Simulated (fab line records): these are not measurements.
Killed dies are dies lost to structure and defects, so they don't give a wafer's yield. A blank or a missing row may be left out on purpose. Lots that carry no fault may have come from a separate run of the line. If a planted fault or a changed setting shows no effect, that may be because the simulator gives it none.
Matching of chambers + flow n5_finfet + N5_DUMMY_GATE_STRIP_41 on rie_diel-05: 4 sister chambers
The step strips in O2. 30 wafers are shown with their chamber, then 12 later ones without.

WAFERS PAIRED WITH THEIR CHAMBERS
| wafer  | chamber | showerhead_plenum_p_Torr (Torr) | drypump_motor_current_A (A) | throttle_valve_pct (%) |
|--------|---------|---------------------------------|-----------------------------|------------------------|
| L075.2 | 0       | 2.03                            | 5.1                         | 16.65                  |
| L075.3 | 1       | 2.16                            | 5.9                         | 16.57                  |
| L075.6 | 0       | 2.03                            | 5.1                         | 16.64                  |
| L076.1 | 2       | 2.04                            | 5.0                         | 16.52                  |
| L076.3 | 0       | 2.03                            | 5.1                         | 16.64                  |
| L076.6 | 1       | 2.16                            | 5.9                         | 16.56                  |
| L077.2 | 1       | 2.16                            | 5.9                         | 16.57                  |
| L077.4 | 3       | 2.19                            | 5.7                         | 17.04                  |
| L077.6 | 3       | 2.19                            | 5.8                         | 17.04                  |
| L079.1 | 2       | 2.04                            | 5.0                         | 16.53                  |
| L079.5 | 0       | 2.03                            | 5.1                         | 16.66                  |
| L079.6 | 2       | 2.04                            | 5.0                         | 16.54                  |
| L080.1 | 1       | 2.16                            | 5.9                         | 16.57                  |
| L080.3 | 0       | 2.03                            | 5.1                         | 16.66                  |
| L080.5 | 1       | 2.16                            | 6.0                         | 16.56                  |
| L083.1 | 0       | 2.02                            | 5.1                         | 16.68                  |
| L083.5 | 3       | 2.19                            | 5.8                         | 17.05                  |
| L083.6 | 2       | 2.04                            | 5.0                         | 16.55                  |
| L084.3 | 0       | 2.02                            | 5.1                         | 16.67                  |
| L084.4 | 2       | 2.03                            | 5.0                         | 16.55                  |
| L084.6 | 0       | 2.02                            | 5.1                         | 16.66                  |
| L085.1 | 2       | 2.03                            | 5.0                         | 16.55                  |
| L085.3 | 1       | 2.16                            | 5.9                         | 16.60                  |
| L085.5 | 2       | 2.03                            | 5.0                         | 16.55                  |
| L088.1 | 3       | 2.19                            | 5.8                         | 17.08                  |
| L088.4 | 2       | 2.03                            | 5.0                         | 16.56                  |
| L088.5 | 3       | 2.19                            | 5.8                         | 17.07                  |
| L090.3 | 2       | 2.03                            | 5.0                         | 16.57                  |
| L090.4 | 3       | 2.19                            | 5.8                         | 17.07                  |
| L090.6 | 2       | 2.03                            | 5.0                         | 16.56                  |

SIGNATURES (means of the wafers above)
| reading                  | chamber 0 | chamber 1 | chamber 2 | chamber 3 | scatter within a chamber |
|--------------------------|-----------|-----------|-----------|-----------|--------------------------|
| showerhead_plenum_p_Torr | 2.0263    | 2.1600    | 2.0340    | 2.1900    | 0.00405                  |
| drypump_motor_current_A  | 5.100     | 5.917     | 5.000     | 5.783     | 0.0253                   |
| throttle_valve_pct       | 16.6575   | 16.5717   | 16.5480   | 17.0583   | 0.015                    |
Rule: a wafer lies at a distance from a chamber equal to the root of the sum of squares, over the readings, of (its reading less the chamber's mean, divided by the reading's scatter). If the next closest chamber is less than 2 further off than the closest, the wafer can't be placed; otherwise it belongs to the closest. The scatter: take each reading less its chamber's mean, square it, sum over the shown wafers, divide by the number of wafers less the number of chambers, and take the root.

WAFERS MISSING THEIR CHAMBER
| wafer  | showerhead_plenum_p_Torr (Torr) | drypump_motor_current_A (A) | throttle_valve_pct (%) |
|--------|---------------------------------|-----------------------------|------------------------|
| L091.2 | 2.15                            | 5.9                         | 16.61                  |
| L091.3 | 2.03                            | 5.0                         | 16.58                  |
| L091.5 | 2.02                            | 5.1                         | 16.69                  |
| L092.1 | 2.19                            | 5.8                         | 17.09                  |
| L092.2 | 2.02                            | 5.1                         | 16.72                  |
| L092.5 | 2.15                            | 6.0                         | 16.63                  |
| L094.2 | 2.03                            | 5.0                         | 16.58                  |
| L094.3 | 2.15                            | 6.0                         | 16.62                  |
| L094.6 | 2.19                            | 5.8                         | 17.07                  |
| L095.2 | 2.03                            | 5.1                         | 16.58                  |
| L095.5 | 2.02                            | 5.1                         | 16.69                  |
| L095.6 | 2.19                            | 5.8                         | 17.09                  |

WHICH CHAMBER EACH ONE RAN IN
| wafer  | from the rows above     | in truth |
|--------|-------------------------|----------|
| L091.2 | 1                       | 1        |
| L091.3 | 2                       | 2        |
| L091.5 | 0                       | 0        |
| L092.1 | 3                       | 3        |
| L092.2 | 0                       | 0        |
| L092.5 | 1                       | 1        |
| L094.2 | 2                       | 2        |
| L094.3 | 1                       | 1        |
| L094.6 | 3                       | 3        |
| L095.2 | can't be placed: 2 or 0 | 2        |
| L095.5 | 0                       | 0        |
| L095.6 | 3                       | 3        |
Correct placement for 11 of the 12. Unplaceable from these rows: 1, with the true chamber sitting among the candidates in 1. Wrongly placed: 0.
